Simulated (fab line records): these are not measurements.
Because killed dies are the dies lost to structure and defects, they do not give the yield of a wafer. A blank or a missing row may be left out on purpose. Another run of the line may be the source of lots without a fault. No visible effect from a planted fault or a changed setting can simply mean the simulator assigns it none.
A struck lot beside a sound one    flow n5 finfet    15 steps out of a route of 1938
Sound: the wafers L307.3, L307.4, L307.6. The struck wafers were L298.1, L298.3. The cause comes at the end.
Each step with rows lists, per side, the tool, then ch with its chambers, then its first start. Under that, the readings that differ: sound wafers    struck wafers    difference of the means    sigmas: that difference in standard deviations of wafers without a fault.
alike: a reading whose means differ by less than 2 such deviations, as well as words and numbers matching on both sides. not compared: withheld readings; readings where some wafer has no value; bounds like >300 that might hide an equal value; numbers whose values overlap and for which the record gives no deviation.
The two part at a step that has a row with sigmas, a row that says differs or no value, or rows on one side only. Non-overlapping numbers with no deviation appear without sigmas and do not part them. A reading missing from all wafers of one side parts the sides only when that side holds two or more wafers.

first, 7 steps without rows for these wafers: N5_PASSIVATION_COAT_24; N5_PASSIVATION_EBR_26; N5_PASSIVATION_SOFTBAKE_25 (time 90 s); N5_PASSIVATION_EXPOSE_27 (exposes mask PAD, defocus 0 nm); N5_PASSIVATION_PEB_28; N5_PASSIVATION_DEVELOP_29 (develop time 60 s); N5_PASSIVATION_HARDBAKE_31 (time 120 s).
N5_PASSIVATION_CD_MEAS_30 targets a cd of 4000 nm.
  sound on cd sem-01 ch 0, day 17 03:39; struck on cd sem-02 ch 0, day 13 08:46
  alike: cd nm
N5_PASSIVATION_OVL_MEAS_63:
  sound on overlay-01 ch 0, day 17 03:40; struck on overlay-01 ch 0, day 13 08:48
reading       sound     struck  difference  sigmas
PAD_OVL (nm)  -5 -6 -9  6 10    +15         +3
N5_PASSIVATION_INSPECT_64: inspects for defects (macro).
  sound on defect inspect-01, day 17 03:42; struck on defect inspect-01, day 13 08:49
  alike: raw defect count
N5_PASSIVATION_DESCUM_32: chemistry O2, time 7.9 s.
  sound on rie diel-02 ch 0,2, day 17 03:44; struck on rie diel-01 ch 0,3, day 13 08:52
  alike: bias power w, chamber pressure mTorr, drypump motor current A, oes product au, rf vpp V, showerhead plenum p Torr, temp c, throttle valve pct
  not compared: rf hours counter h
N5_PASSIVATION_AL_ETCH_33: etches Al in Cl2/BCl3, stops on TaN, target depth 2800 nm, time 466.7 s.
  sound on rie metal-02 ch 0,1, day 17 03:57; struck on rie metal-01 ch 0,1, day 13 08:57
  alike: chamber pressure mTorr, drypump motor current A, oes product au, throttle valve pct
  not compared: rf hours counter h
N5_PASSIVATION_ETCH_59: etches TaN in Cl2/BCl3, target depth 65 nm, time 34.9 s.
  sound on rie metal-02 ch 0,1, day 17 04:15; struck on rie metal-01 ch 0,1, day 13 09:21
reading                   sound              struck       difference  sigmas
oes product au (a.u.)     0.97 0.93 0.96     1.27 1.13    +0.25       +3
throttle valve pct (%)    21.13 21.14 21.15  20.17 20.41  -0.85       -4
model.etch.depth nm (nm)  65.75 66.3 65.17   114.1 108.5  +45.6       
  alike: chamber pressure mTorr, drypump motor current A
  not compared: rf hours counter h
N5_PASSIVATION_STRIP_34: strips in O2.
  sound on rie diel-01 ch 0,2,3, day 17 04:20; struck on rie diel-01 ch 1,3, day 13 09:35
  alike: chamber pressure mTorr, drypump motor current A, oes product au, rf vpp V, showerhead plenum p Torr, temp c, throttle valve pct
  not compared: rf hours counter h
after that, 1 step had no rows for these wafers: N5_PASSIVATION_PROBE_49.

== WHERE THEY PART ==
First at N5_PASSIVATION_OVL_MEAS_63; last, within this record, at N5_PASSIVATION_ETCH_59. Later steps at which nothing parts them and some readings are alike: N5_PASSIVATION_STRIP_34.

WHY: whatever the simulator had introduced
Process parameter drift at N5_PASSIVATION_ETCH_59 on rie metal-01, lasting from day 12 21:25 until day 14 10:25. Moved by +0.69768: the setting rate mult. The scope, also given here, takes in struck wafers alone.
